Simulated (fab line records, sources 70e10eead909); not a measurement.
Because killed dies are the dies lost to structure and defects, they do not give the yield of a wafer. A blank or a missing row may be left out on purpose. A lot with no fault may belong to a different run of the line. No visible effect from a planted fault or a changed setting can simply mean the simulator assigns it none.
Chamber matching :: flow nandHarc :: NHARC_P_BONDPAD_DESCUM_11 on rieDiel-11: 4 sister chambers
The step chemistry O2, time 3 s. 20 wafers are shown with their chamber, then 10 later ones without.

== WAFERS PAIRED WITH THEIR CHAMBERS ==
wafer: L206.1
chamber: 0
showerheadPlenumPTorr (Torr): 1.82
drypumpMotorCurrentA (A): 6.5
oesProductAu (a.u.): 1.004

wafer: L206.5
chamber: 1
showerheadPlenumPTorr (Torr): 2.02
drypumpMotorCurrentA (A): 5.0
oesProductAu (a.u.): 1.002

wafer: L206.6
chamber: 2
showerheadPlenumPTorr (Torr): 1.89
drypumpMotorCurrentA (A): 5.9
oesProductAu (a.u.): 1.005

wafer: L211.2
chamber: 2
showerheadPlenumPTorr (Torr): 1.89
drypumpMotorCurrentA (A): 5.8
oesProductAu (a.u.): 1.002

wafer: L211.3
chamber: 0
showerheadPlenumPTorr (Torr): 1.82
drypumpMotorCurrentA (A): 6.4
oesProductAu (a.u.): 1.004

wafer: L211.4
chamber: 0
showerheadPlenumPTorr (Torr): 1.82
drypumpMotorCurrentA (A): 6.5
oesProductAu (a.u.): 1.011

wafer: L210.1
chamber: 3
showerheadPlenumPTorr (Torr): 1.82
drypumpMotorCurrentA (A): 6.2
oesProductAu (a.u.): 0.987

wafer: L210.5
chamber: 0
showerheadPlenumPTorr (Torr): 1.82
drypumpMotorCurrentA (A): 6.5
oesProductAu (a.u.): 1.015

wafer: L210.6
chamber: 3
showerheadPlenumPTorr (Torr): 1.82
drypumpMotorCurrentA (A): 6.2
oesProductAu (a.u.): 0.989

wafer: L216.1
chamber: 0
showerheadPlenumPTorr (Torr): 1.82
drypumpMotorCurrentA (A): 6.5
oesProductAu (a.u.): 1.019

wafer: L216.5
chamber: 0
showerheadPlenumPTorr (Torr): 1.82
drypumpMotorCurrentA (A): 6.5
oesProductAu (a.u.): 1.022

wafer: L216.6
chamber: 1
showerheadPlenumPTorr (Torr): 2.02
drypumpMotorCurrentA (A): 5.0
oesProductAu (a.u.): 1.004

wafer: L217.1
chamber: 3
showerheadPlenumPTorr (Torr): 1.81
drypumpMotorCurrentA (A): 6.3
oesProductAu (a.u.): 0.998

wafer: L217.3
chamber: 2
showerheadPlenumPTorr (Torr): 1.89
drypumpMotorCurrentA (A): 5.8
oesProductAu (a.u.): 0.982

wafer: L217.5
chamber: 3
showerheadPlenumPTorr (Torr): 1.81
drypumpMotorCurrentA (A): 6.2
oesProductAu (a.u.): 1.001

wafer: L219.1
chamber: 3
showerheadPlenumPTorr (Torr): 1.81
drypumpMotorCurrentA (A): 6.2
oesProductAu (a.u.): 1.005

wafer: L219.3
chamber: 2
showerheadPlenumPTorr (Torr): 1.89
drypumpMotorCurrentA (A): 5.8
oesProductAu (a.u.): 1.000

wafer: L219.6
chamber: 1
showerheadPlenumPTorr (Torr): 2.02
drypumpMotorCurrentA (A): 5.0
oesProductAu (a.u.): 1.006

wafer: L220.1
chamber: 1
showerheadPlenumPTorr (Torr): 2.02
drypumpMotorCurrentA (A): 5.0
oesProductAu (a.u.): 0.994

wafer: L220.2
chamber: 3
showerheadPlenumPTorr (Torr): 1.81
drypumpMotorCurrentA (A): 6.2
oesProductAu (a.u.): 0.998

SIGNATURES, as means of the wafers listed above
reading: showerheadPlenumPTorr
chamber 0: 1.8200
chamber 1: 2.0200
chamber 2: 1.8900
chamber 3: 1.8133
scatter within a chamber: 0.00289

reading: drypumpMotorCurrentA
chamber 0: 6.483
chamber 1: 5.000
chamber 2: 5.825
chamber 3: 6.217
scatter within a chamber: 0.0389

reading: oesProductAu
chamber 0: 1.01250
chamber 1: 1.00150
chamber 2: 0.99725
chamber 3: 0.99633
scatter within a chamber: 0.00764
Rule: a wafer lies at a distance from a chamber equal to the root of the sum of squares, over the readings, of (its reading less the chamber's mean, divided by the reading's scatter). The wafer belongs to the nearest chamber; if the next one is less than 2 further off, it can't be placed. The scatter is the square root of a quotient: the sum, over the shown wafers, of each reading's squared deviation from its chamber's mean, divided by wafers minus chambers.

== WAFERS MISSING THEIR CHAMBER ==
wafer: L220.6
showerheadPlenumPTorr (Torr): 1.81
drypumpMotorCurrentA (A): 6.2
oesProductAu (a.u.): 0.999

wafer: L223.4
showerheadPlenumPTorr (Torr): 1.82
drypumpMotorCurrentA (A): 6.4
oesProductAu (a.u.): 1.014

wafer: L223.5
showerheadPlenumPTorr (Torr): 1.82
drypumpMotorCurrentA (A): 6.5
oesProductAu (a.u.): 1.024

wafer: L223.6
showerheadPlenumPTorr (Torr): 1.81
drypumpMotorCurrentA (A): 6.2
oesProductAu (a.u.): 0.990

wafer: L224.3
showerheadPlenumPTorr (Torr): 1.81
drypumpMotorCurrentA (A): 6.2
oesProductAu (a.u.): 0.997

wafer: L224.4
showerheadPlenumPTorr (Torr): 2.02
drypumpMotorCurrentA (A): 5.0
oesProductAu (a.u.): 0.999

wafer: L224.5
showerheadPlenumPTorr (Torr): 2.02
drypumpMotorCurrentA (A): 5.0
oesProductAu (a.u.): 0.998

wafer: L225.1
showerheadPlenumPTorr (Torr): 1.82
drypumpMotorCurrentA (A): 6.4
oesProductAu (a.u.): 1.015

wafer: L225.2
showerheadPlenumPTorr (Torr): 2.02
drypumpMotorCurrentA (A): 5.0
oesProductAu (a.u.): 0.991

wafer: L225.4
showerheadPlenumPTorr (Torr): 1.89
drypumpMotorCurrentA (A): 5.9
oesProductAu (a.u.): 0.981

== WHICH CHAMBER EACH ONE RAN IN ==
wafer: L220.6
from the rows above: 3
in truth: 3

wafer: L223.4
from the rows above: 0
in truth: 0

wafer: L223.5
from the rows above: 0
in truth: 0

wafer: L223.6
from the rows above: 3
in truth: 3

wafer: L224.3
from the rows above: 3
in truth: 3

wafer: L224.4
from the rows above: 1
in truth: 1

wafer: L224.5
from the rows above: 1
in truth: 1

wafer: L225.1
from the rows above: 0
in truth: 0

wafer: L225.2
from the rows above: 1
in truth: 1

wafer: L225.4
from the rows above: 2
in truth: 2
Correct placement for 10 of the 10. Not placeable from these rows: 0. Number placed wrongly: 0.
